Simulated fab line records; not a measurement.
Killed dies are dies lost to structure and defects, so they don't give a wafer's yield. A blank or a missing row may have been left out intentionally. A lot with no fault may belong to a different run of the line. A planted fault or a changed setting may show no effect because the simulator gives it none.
Struck lot and sound lot, side by side -- flow nand_harc -- 13 out of 1302 route steps
Sound: wafers L409.1, L409.4, L409.5. Struck: wafer L424.6 (L424.1, L424.4, from the same lot, were not struck and are left out); the cause is given at the end.
Per side, at each step with rows, come the tool, then ch with its chambers, and then its first start. Under that, the readings that differ: sound wafers -- struck wafers -- difference of the means -- sigmas: that difference in standard deviations of wafers without a fault.
alike: readings with means less than 2 such deviations apart, plus words and numbers identical on both sides. not compared: withheld readings, readings lacking a value on some wafer, bounds such as >300 that could conceal the same value, and numbers that have no deviation in the record and whose values overlap.
The two part at a step that has a row with sigmas, a row that says differs or no value, or rows on one side only. Non-overlapping numbers with no deviation appear without sigmas and do not part them. A reading that every wafer of one side lacks parts them only if that side has two wafers or more.

NHARC_A_SLIT_ETCH_26: etches the open film in C4F8/O2/Ar, time 90 s, target depth 400 nm.
  sound on har_etch-02 ch 0,1, day 20 09:28; struck on har_etch-01 ch 0, day 27 11:14
reading,sound,struck,difference,sigmas
showerhead_plenum_p_Torr (Torr),3.96 3.96 3.72,3.51,-0.37,-2
  alike: bias_v, drypump_motor_current_A, throttle_valve_pct
  not compared: rf_hours_counter_h
then, 1 step without rows for these wafers: NHARC_A_SLIT_STRIP_28 (strips in O2/COS).
NHARC_A_SLIT_ETCH_29: etches the open film in CF4/O2, target depth 100 nm, overetch 10 nm, time 55 s.
  sound on rie_diel-04 ch 1,2,3, day 20 10:21; struck on rie_diel-10 ch 3, day 27 12:08
reading,sound,struck,difference,sigmas
throttle_valve_pct (%),13.399 13.401 13.423,13.387,-0.021,-2
  alike: drypump_motor_current_A, oes_ar_750_au, oes_product_au, rf_vpp_V, showerhead_plenum_p_Torr
  not compared: rf_hours_counter_h
NHARC_A_SLIT_STRIP_18: strips in O2.
  sound: rie_diel-04 ch 2,3; struck: rie_diel-10 ch 0
reading,sound,struck,difference,sigmas
showerhead_plenum_p_Torr (Torr),3.51 3.66 3.51,3.31,-0.25,-2
  alike: drypump_motor_current_A, oes_product_au, rf_vpp_V, throttle_valve_pct
  not compared: rf_hours_counter_h
then, 2 steps without rows for these wafers: NHARC_A_SLIT_PRECLEAN_19 (cleans in SC1); NHARC_A_SLIT_SRD_20.
NHARC_A_SLIT_CD_MEAS_21:
  sound on cd_sem-02 at day 20 10:52; struck on cd_sem-01 at day 27 12:42
  alike: cd_nm
then, 3 steps without rows for these wafers: NHARC_A_SIN_REMOVE_WET_00 (chemistry H3PO4, time 15300 s); NHARC_A_SIN_REMOVE_PRECLEAN_01 (cleans in SC1); NHARC_A_SIN_REMOVE_SRD_02.
NHARC_A_SIN_REMOVE_INSPECT_04:
  sound on defect_inspect-01 at day 20 17:19; struck on defect_inspect-01 at day 27 19:25
  alike: raw_defect_count
NHARC_A_WL_FILL_ALD_00: deposits Al2O3, target thk 3 nm, pulse time 3 s, ald cycles 30.
  sound on ald_hk-04 ch 0,2,3, day 20 17:27; struck on ald_hk-04 ch 1, day 27 19:29
reading,sound,struck,difference,sigmas
ald_cycles,30 30 30,41,+11,
  alike: heater_power_outer_w, heater_power_w, precursor_pulse_height_rel
  not compared: since_wet_clean_h
NHARC_A_WL_FILL_RTA_01: time 5 s.
  sound on rtp_anneal-01 ch 0, day 20 17:40; struck on rtp_anneal-01 ch 0, day 27 19:44
reading,sound,struck,difference,sigmas
wafer_temp_C_max,1005.4 1002.6 1002.2,1006.0,+2.6,+3
  alike: lamp_power_pct, lamp_zone_4_pct

WHERE THEY PART
At NHARC_A_SLIT_ETCH_26 first; at NHARC_A_WL_FILL_RTA_01 last (within this record only).

WHY: what had been put in by the simulator
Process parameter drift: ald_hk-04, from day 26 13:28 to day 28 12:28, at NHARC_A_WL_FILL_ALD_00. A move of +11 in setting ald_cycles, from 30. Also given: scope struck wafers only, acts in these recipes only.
